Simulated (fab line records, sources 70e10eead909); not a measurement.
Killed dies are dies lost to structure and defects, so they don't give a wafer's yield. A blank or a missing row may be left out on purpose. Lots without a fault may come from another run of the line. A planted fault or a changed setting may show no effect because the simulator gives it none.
Which tool did it? | flow nand_harc | 15 lots, 45 wafers sampled, at 2 steps of a route of 1302

WHAT THE GAUGES READ, wafer by wafer
NHARC_A_ONON_D1_INSPECT_32.
lot  | measured     | on                | raw_defect_count
L766 | day 8 05:55  | defect_inspect-02 | 66 62 46
L767 | day 8 17:32  | defect_inspect-01 | 42 64 101
L768 | day 9 04:48  | defect_inspect-02 | 74 49 55
L770 | day 9 21:49  | defect_inspect-02 | 86 70 50
L774 | day 11 21:07 | defect_inspect-02 | 56 56 50
L775 | day 12 09:58 | defect_inspect-02 | 52 71 71
L776 | day 12 19:47 | defect_inspect-02 | 60 122 57
L782 | day 15 01:16 | defect_inspect-02 | 38 74 30
L783 | day 15 15:51 | defect_inspect-01 | 40 55 56
L785 | day 16 08:02 | defect_inspect-01 | 44 35 42
L784 | day 16 08:17 | defect_inspect-01 | 80 62 55
L786 | day 16 19:35 | defect_inspect-02 | 55 92 62
L787 | day 16 19:47 | defect_inspect-02 | 79 72 79
L788 | day 17 15:31 | defect_inspect-02 | 38 64 32
L789 | day 18 06:40 | defect_inspect-02 | 57 39 50

NHARC_A_CHANNEL_HOLE_D1_CD_MEAS_10: target cd 100 nm.
lot  | measured     | on        | cd_nm (nm)
L766 | day 8 10:32  | cd_sem-01 | 99.3 99.3 99.6
L767 | day 8 20:07  | cd_sem-02 | 100.4 99.6 99.0
L768 | day 9 07:30  | cd_sem-01 | 100.9 99.1 100.1
L770 | day 10 00:25 | cd_sem-02 | 100.4 100.6 98.7
L774 | day 12 02:34 | cd_sem-02 | 99.6 100.9 99.8
L775 | day 12 12:41 | cd_sem-02 | 100.3 98.6 98.8
L776 | day 12 22:31 | cd_sem-02 | 100.6 100.7 100.4
L782 | day 15 03:56 | cd_sem-01 | 100.2 100.4 100.8
L783 | day 15 21:44 | cd_sem-03 | 99.4 99.5 100.8
L785 | day 16 10:46 | cd_sem-03 | 100.2 100.5 101.1
L784 | day 16 11:02 | cd_sem-02 | 100.4 101.3 100.2
L786 | day 17 00:07 | cd_sem-02 | 100.6 100.6 100.3
L787 | day 17 02:08 | cd_sem-01 | 99.6 100.3 100.1
L788 | day 17 21:25 | cd_sem-02 | 99.9 100.4 101.4
L789 | day 18 09:38 | cd_sem-01 | 100.1 99.9 99.4

WHICH TOOL RAN EACH LOT (tool, then ch and the chambers of the sampled wafers, then the start)
The record holds no process step before these readings.

WHAT THE TOOLS THEMSELVES READ (means of the sampled wafers that have a number; where no wafer has one, the mark that the record gives instead)
The record holds no such reading with a usual standard deviation.

THE ANSWER, worked out from the rows above alone
Rule: what is usual is taken from the lots themselves. Put in order of their means at a reading, lots are off if they are a third of the lots or fewer, leave a main group of 4 or more, and stand apart from it by a gap of 3 or more times the standard deviation of the main group's means; of several such gaps the widest counts. A main group whose means are all the same, to the digits that the tables above print for the reading, isn't used. A lot without any number at a reading at which 4 lots or more have one is off too. The other lots that the step has rows for count as sound. The gauges are gone through in route order, then the tools' own readings, and for those a lot's mean is taken as printed above. The first step at which some lot is off is used, and at that step the reading that is off furthest; a lot without a number counts as furthest.
No lot is off at any reading shown: from this, nothing can be told.

WHAT THE SIMULATOR HAD PUT IN
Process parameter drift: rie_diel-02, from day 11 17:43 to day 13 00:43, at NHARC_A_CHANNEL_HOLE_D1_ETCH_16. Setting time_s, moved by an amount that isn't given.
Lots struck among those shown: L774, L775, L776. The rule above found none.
